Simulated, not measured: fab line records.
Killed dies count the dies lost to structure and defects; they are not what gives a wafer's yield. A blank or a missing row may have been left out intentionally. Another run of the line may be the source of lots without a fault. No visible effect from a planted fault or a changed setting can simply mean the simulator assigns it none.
Lot-split experiment    flow n5 finfet    21 wafers read across 7 lots, on a route 1938 steps long

== SPLIT DETAILS ==
At N5_BEOL_M5_COAT_66 (time 60 s, resist thk 12 nm), the setting spin rpm was moved away from the recipe's 1500 rpm on 3 of the 21 wafers read, by -7.1% to -3.1%. The other wafers ran this setting at the recipe's value.

== FROM THE SPLIT TO THE READING: what the file shows between them, 5 steps ==
- N5_BEOL_M5_COAT_74: time 60 s, resist thk 5 nm (also split here: spin rpm)
- N5_BEOL_M5_COAT_22: resist thk 30 nm
- N5_BEOL_M5_EBR_24
- N5_BEOL_M5_DESCUM_33: chemistry O2, time 7 s
- N5_BEOL_M5_ETCH_75: etches underlayer in N2/H2, target depth 6.5 nm, time 5.2 s

== THE READING ==
etch.depth nm (the simulator's own value, which no gauge read), in nm, at N5_BEOL_M5_ETCH_67 (etches SiARC in CF4, target depth 15.6 nm, time 26 s). There is no usual value for it anywhere in the file. Average 12.00 nm, standard deviation 0.034 nm, over the 18 wafers here run with the recipe.

wafer   tool, chamber at the split  spin rpm as run, rpm  against the recipe  etch.depth nm, nm  against lot-mates on the recipe
L075.1  litho track-05, 0           1500                  recipe              11.98              -
L075.2  litho track-05, 0           1500                  recipe              11.98              -
L075.3  litho track-05, 0           1500                  recipe              12                 -
L076.4  litho track-04, 0           1500                  recipe              12.01              -
L076.5  litho track-04, 0           1500                  recipe              11.95              -
L076.6  litho track-04, 0           1500                  recipe              11.93              -
L080.1  litho track-01, 0           1500                  recipe              12.02              -
L080.2  litho track-01, 0           1399                  -6.7%               12.46              +0.44
L080.5  litho track-01, 0           1500                  recipe              12.03              -
L077.1  litho track-05, 0           1500                  recipe              11.99              -
L077.3  litho track-05, 0           1500                  recipe              11.99              -
L077.6  litho track-05, 0           1500                  recipe              11.98              -
L082.3  litho track-01, 0           1454                  -3.1%               12.17              +0.19
L082.4  litho track-01, 0           1500                  recipe              11.97              -
L082.6  litho track-01, 0           1500                  recipe              11.98              -
L087.1  litho track-05, 0           1394                  -7.1%               12.48              +0.41
L087.4  litho track-05, 0           1500                  recipe              12.06              -
L087.5  litho track-05, 0           1500                  recipe              12.07              -
L095.1  litho track-05, 0           1500                  recipe              12                 -
L095.6  litho track-05, 0           1500                  recipe              12                 -
L095.3  litho track-05, 0           1500                  recipe              12.03              -

THE FIT
A straight line over all 21 wafers: etch.depth nm changes by -0.0674 nm for each +1% of spin rpm; r = -0.97; the points scatter about the line by 0.034 nm.
The same after taking each lot's own level away (the mean of its wafers on the recipe; 21 wafers): -0.0617 nm for each +1%; r = -0.99; scatter 0.017 nm.
According to that fit, moving spin rpm by its largest amount changes the reading by 0.44 nm.
The lots' own levels span 11.963 to 12.065 nm, that is 3.0 times the standard deviation above.
So the lot-to-lot level changes the slope little: the two slopes agree.
Check: with one of the wafers moved furthest among these (-7.1%) left out of the fit, the line predicts +0.455 nm for it against its lot-mates. It came out at +0.415 nm against them.

== OTHER SPLITS APPLIED TO THESE WAFERS ==
These wafers also went through other splits before the reading. Each is held against what the fit with the lots' levels taken away leaves over:
other split on the same wafers  wafers away from the commonest value  r with etch.depth nm (lot level and that fit taken away)
N5_BEOL_M5_COAT_59 temp c       5                                     +0.17
N5_BEOL_M5_COAT_74 spin rpm     7                                     -0.15

== THE WHOLE CHAIN: every reading that the file lists as answering this split, in the file's order ==
step                what it does                                          reading                                                                           change (the file's fit)                 r (the file's)
N5_BEOL_M5_COAT_66  time 60 s, resist thk 12 nm                           SiARC_of_BEOL_M5_COAT_66.thk nm (the simulator's own value, which no gauge read)  -0.0586 nm for each +1% of the setting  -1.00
N5_BEOL_M5_ETCH_67  etches SiARC in CF4, target depth 15.6 nm, time 26 s  etch.depth nm (the simulator's own value, which no gauge read)                    -0.0614 nm for each +1% of the setting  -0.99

== FILE'S OWN FIT ==
etch.depth nm changes by -0.0614 nm for each +1% of spin rpm, r = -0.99.
